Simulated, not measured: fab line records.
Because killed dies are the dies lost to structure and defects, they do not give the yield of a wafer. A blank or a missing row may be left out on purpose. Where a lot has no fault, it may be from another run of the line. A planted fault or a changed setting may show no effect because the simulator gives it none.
Matching of chambers + flow n5Finfet + 4 sister chambers for N5_BEOL_M10_DESCUM_33 on rieDiel-06
The step chemistry O2, time 7.9 s. 4 wafers are shown with their chamber, then 12 later ones without.

== EACH WAFER AND ITS CHAMBER ==
| wafer  | chamber | showerheadPlenumPTorr (Torr) |
|--------|---------|------------------------------|
| L090.6 | 2       | 2.08                         |
| L091.1 | 1       | 2.12                         |
| L091.2 | 3       | 2.17                         |
| L091.4 | 0       | 1.99                         |

== WAFERS WHOSE CHAMBER IS MISSING ==
| wafer  | showerheadPlenumPTorr (Torr) |
|--------|------------------------------|
| L093.1 | 2.17                         |
| L093.2 | 2.12                         |
| L093.3 | 2.08                         |
| L093.4 | 1.99                         |
| L093.5 | 2.12                         |
| L093.6 | 1.99                         |
| L076.2 | 2.16                         |
| L076.3 | 2.08                         |
| L076.5 | 2.08                         |
| L095.1 | 2.16                         |
| L095.3 | 1.99                         |
| L095.6 | 2.08                         |

== WHICH CHAMBER EACH WENT THROUGH ==
| wafer  | from the rows above | in truth |
|--------|---------------------|----------|
| L093.1 | 3                   | 3        |
| L093.2 | 1                   | 1        |
| L093.3 | 2                   | 2        |
| L093.4 | 0                   | 0        |
| L093.5 | 1                   | 1        |
| L093.6 | 0                   | 0        |
| L076.2 | 3                   | 3        |
| L076.3 | 2                   | 2        |
| L076.5 | 2                   | 2        |
| L095.1 | 3                   | 3        |
| L095.3 | 0                   | 0        |
| L095.6 | 2                   | 2        |
Placed correctly: 12 of 12. Left unplaced by these rows: 0. Placed wrongly: 0.
How it was worked out, from the rows above alone: a wafer's distance from a chamber is the root of the sum, over the readings, of the square of ((its reading less the chamber's mean) divided by the reading's scatter). If the next closest chamber is less than 2 further off than the closest, the wafer can't be placed; otherwise it belongs to the closest. The mean given for a chamber averages the wafers shown for that chamber. The scatter (one wafer shown for each chamber): square how far every hidden wafer sits from the nearest shown wafer, average those squares and take the square root.
